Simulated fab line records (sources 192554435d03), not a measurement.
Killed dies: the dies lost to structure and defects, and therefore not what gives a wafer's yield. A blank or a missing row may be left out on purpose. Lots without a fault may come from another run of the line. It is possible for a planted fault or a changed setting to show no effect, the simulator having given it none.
Matching of chambers || flow n5Finfet || rieDiel-03 running N5_MOL_CONTACT_COAG_STRIP_98: 4 sister chambers
The step strips in N2/H2. 4 wafers are shown with their chamber, then 8 later ones without.

== WAFERS PAIRED WITH THEIR CHAMBERS ==
{"wafer": "L081.1", "chamber": 3, "showerheadPlenumPTorr (Torr)": 3.46}
{"wafer": "L081.2", "chamber": 2, "showerheadPlenumPTorr (Torr)": 3.41}
{"wafer": "L081.6", "chamber": 1, "showerheadPlenumPTorr (Torr)": 3.43}
{"wafer": "L083.2", "chamber": 0, "showerheadPlenumPTorr (Torr)": 3.28}

== WAFERS WITH NO CHAMBER GIVEN ==
{"wafer": "L083.3", "showerheadPlenumPTorr (Torr)": 3.46}
{"wafer": "L083.6", "showerheadPlenumPTorr (Torr)": 3.46}
{"wafer": "L086.2", "showerheadPlenumPTorr (Torr)": 3.46}
{"wafer": "L086.4", "showerheadPlenumPTorr (Torr)": 3.42}
{"wafer": "L086.5", "showerheadPlenumPTorr (Torr)": 3.42}
{"wafer": "L096.2", "showerheadPlenumPTorr (Torr)": 3.41}
{"wafer": "L096.5", "showerheadPlenumPTorr (Torr)": 3.45}
{"wafer": "L096.6", "showerheadPlenumPTorr (Torr)": 3.27}

== EACH ONE'S CHAMBER ==
{"wafer": "L083.3", "from the rows above": 3, "in truth": 3}
{"wafer": "L083.6", "from the rows above": 3, "in truth": 3}
{"wafer": "L086.2", "from the rows above": 3, "in truth": 3}
{"wafer": "L086.4", "from the rows above": "can't be placed: 2 or 1", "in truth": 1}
{"wafer": "L086.5", "from the rows above": "can't be placed: 2 or 1", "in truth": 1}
{"wafer": "L096.2", "from the rows above": 2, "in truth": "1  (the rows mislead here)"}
{"wafer": "L096.5", "from the rows above": "can't be placed: 3 or 1", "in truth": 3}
{"wafer": "L096.6", "from the rows above": 0, "in truth": 0}
4 of 8 placed correctly. Unplaceable from these rows: 3, with the true chamber sitting among the candidates in 3. 1 placed wrongly.
How it was worked out, from the rows above alone: a wafer's distance from a chamber is the root of the sum, over the readings, of the square of ((its reading less the chamber's mean) divided by the reading's scatter). If the next closest chamber is less than 2 further off than the closest, the wafer can't be placed; otherwise it belongs to the closest. Each chamber's mean is taken over the wafers shown for it. The scatter (one wafer shown for each chamber): square how far every hidden wafer sits from the nearest shown wafer, average those squares and take the square root.
